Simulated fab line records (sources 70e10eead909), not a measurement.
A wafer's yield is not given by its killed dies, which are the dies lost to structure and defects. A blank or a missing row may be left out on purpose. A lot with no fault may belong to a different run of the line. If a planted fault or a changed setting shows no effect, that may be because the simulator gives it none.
Matching of chambers ; flow nand_harc ; NHARC_A_CONTACT_DEP_85 on pecvd-01: 3 sister chambers
The step deposits SiON, target thk 50 nm. 3 wafers are shown with their chamber, then 7 later ones without.

WAFERS, EACH WITH ITS CHAMBER
wafer;chamber;heater_power_w (W)
L090.6;0;676
L093.1;1;844
L093.2;2;793

WAFERS WITH NO CHAMBER GIVEN
wafer;heater_power_w (W)
L093.3;790
L092.2;784
L092.3;822
L092.4;783
L096.2;820
L096.5;785
L096.6;773

THE CHAMBER EACH PASSED THROUGH
wafer;from the rows above;in truth
L093.3;2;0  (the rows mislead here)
L092.2;2;2
L092.3;can't be placed: 1 or 2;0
L092.4;2;2
L096.2;can't be placed: 1 or 2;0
L096.5;2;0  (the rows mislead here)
L096.6;2;2
Placed correctly: 3 of 7. From these rows, 2 cannot be placed; in 0 the true chamber is one of the candidates. Wrongly placed: 2.
How it was worked out, from the rows above alone: a wafer's distance from a chamber is the root of the sum, over the readings, of the square of ((its reading less the chamber's mean) divided by the reading's scatter). If the next closest chamber is less than 2 further off than the closest, the wafer can't be placed; otherwise it belongs to the closest. The mean given for a chamber averages the wafers shown for that chamber. The scatter (one wafer shown for each chamber): square how far every hidden wafer sits from the nearest shown wafer, average those squares and take the square root.
